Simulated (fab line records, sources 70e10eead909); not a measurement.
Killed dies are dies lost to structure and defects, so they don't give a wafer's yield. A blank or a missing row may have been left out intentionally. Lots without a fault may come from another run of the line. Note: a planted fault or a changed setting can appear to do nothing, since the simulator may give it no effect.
Which tool is to blame? + flow nandHarc + 11 lots, 33 wafers sampled, at 5 steps of a route of 1302

WHAT EACH GAUGE READ, for each wafer
NHARC_A_M0_THK_MEAS_24: measures by xrf.
| lot  | measured     | on           | thkNm (nm)        |
|------|--------------|--------------|-------------------|
| L920 | day 23 19:10 | filmMetro-02 | 115.2 114.1 113.9 |
| L921 | day 24 03:59 | filmMetro-02 | 113.8 116.2 114.9 |
| L922 | day 25 04:07 | filmMetro-02 | 113.7 114.2 114.4 |
| L923 | day 25 09:51 | filmMetro-01 | 112.8 115.2 116.1 |
| L925 | day 26 16:58 | filmMetro-01 | 28.0 28.4 30.0    |
| L926 | day 26 21:13 | filmMetro-01 | 30.2 30.4 30.8    |
| L936 | day 30 15:41 | filmMetro-01 | 115.3 113.3 114.8 |
| L937 | day 30 23:30 | filmMetro-02 | 114.7 114.7 113.1 |
| L939 | day 31 11:58 | filmMetro-02 | 112.9 112.5 114.2 |
| L938 | day 31 14:19 | filmMetro-02 | 112.4 112.2 111.0 |
| L940 | day 32 09:28 | filmMetro-02 | 113.1 115.2 112.5 |

WHAT TOOL EACH LOT RAN ON (gives the tool, then ch and the chambers of the sampled wafers, and finally the start)
| lot  | NHARC_A_BLC_STRIP_21              | NHARC_A_BLC_ALD_23                 | NHARC_A_M0_ECD_22             | NHARC_A_M0_CMP_23             |
|------|-----------------------------------|------------------------------------|-------------------------------|-------------------------------|
| L920 | rieDiel-08 ch 0,2, day 23 13:58   | aldMetal-02 ch 0,1, day 23 14:40   | ecdCu-01 ch 0,1, day 23 18:14 | cmp-04 ch 0,2, day 23 18:51   |
| L921 | rieDiel-11 ch 0,1,2, day 23 22:46 | aldMetal-02 ch 1,2,3, day 23 23:26 | ecdCu-02 ch 0,1, day 24 02:56 | cmp-02 ch 0,1,2, day 24 03:41 |
| L922 | rieDiel-11 ch 0,1,2, day 24 22:51 | aldMetal-02 ch 0,1,2, day 24 23:31 | ecdCu-02 ch 0,1, day 25 03:05 | cmp-03 ch 1,2,3, day 25 03:50 |
| L923 | rieDiel-13 ch 1,3, day 25 04:45   | aldMetal-03 ch 0,1,2, day 25 05:28 | ecdCu-01 ch 0,1, day 25 08:50 | cmp-04 ch 0,1,3, day 25 09:35 |
| L925 | rieDiel-08 ch 0,1,2, day 26 11:29 | aldMetal-03 ch 0,2, day 26 12:11   | ecdCu-02 ch 0,1, day 26 15:56 | cmp-03 ch 0,1,3, day 26 16:41 |
| L926 | rieDiel-08 ch 2,3, day 26 16:05   | aldMetal-03 ch 0,2,3, day 26 16:47 | ecdCu-02 ch 0, day 26 20:11   | cmp-04 ch 1,2,3, day 26 20:58 |
| L936 | rieDiel-11 ch 0,1, day 30 10:34   | aldMetal-03 ch 0,2,3, day 30 11:13 | ecdCu-02 ch 0,1, day 30 14:42 | cmp-02 ch 0,1, day 30 15:24   |
| L937 | rieDiel-08 ch 0,2,3, day 30 17:37 | aldMetal-01 ch 0,2, day 30 18:17   | ecdCu-01 ch 0,1, day 30 22:28 | cmp-03 ch 2,3, day 30 23:13   |
| L939 | rieDiel-11 ch 1,2, day 31 06:40   | aldMetal-03 ch 1,2,3, day 31 07:22 | ecdCu-02 ch 0,1, day 31 10:58 | cmp-02 ch 1,2,3, day 31 11:41 |
| L938 | rieDiel-13 ch 1,3, day 31 09:07   | aldMetal-02 ch 0,1,3, day 31 09:49 | ecdCu-02 ch 0,1, day 31 13:17 | cmp-02 ch 0,3, day 31 13:59   |
| L940 | rieDiel-08 ch 0,2,3, day 32 03:43 | aldMetal-01 ch 0,1,2, day 32 04:22 | ecdCu-02 ch 0,1, day 32 07:58 | cmp-02 ch 0,1,3, day 32 09:08 |
- NHARC_A_BLC_STRIP_21: strips in O2.
- NHARC_A_BLC_ALD_23: deposits TiN, target thk 3 nm, pulse time 1 s, ald cycles 150.
- NHARC_A_M0_ECD_22: material Cu, target thk 400 nm.
- NHARC_A_M0_CMP_23: polishes, t overpolish 20 s, target thk 113.75 nm.

THE ANSWER, worked out from the rows above alone
Rule: the usual values come from the lots themselves. The widest of any qualifying gaps counts: lots, ordered by their means at a reading, are off when they make up no more than a third of the lots, leave a main group of 4 or more, and stand apart from it by 3 or more times the standard deviation of that group's means. The tables above print the reading to a certain number of digits; a main group whose means all agree to those digits is not used. Also off: a lot with no number at a reading for which 4 or more lots have one. All remaining lots with rows at the step are treated as sound.
Off at NHARC_A_M0_THK_MEAS_24 (thkNm): L925, L926. Mean 113.9 nm and standard deviation 0.89 in the main group.
A tool fits if, at a process step before that reading, it ran every lot that is off, and no sound lot after the first of them. The gauges at NHARC_A_M0_THK_MEAS_24 are tried like those tools. Of those tried, none fits.

WHAT HAD BEEN PUT IN BY THE SIMULATOR
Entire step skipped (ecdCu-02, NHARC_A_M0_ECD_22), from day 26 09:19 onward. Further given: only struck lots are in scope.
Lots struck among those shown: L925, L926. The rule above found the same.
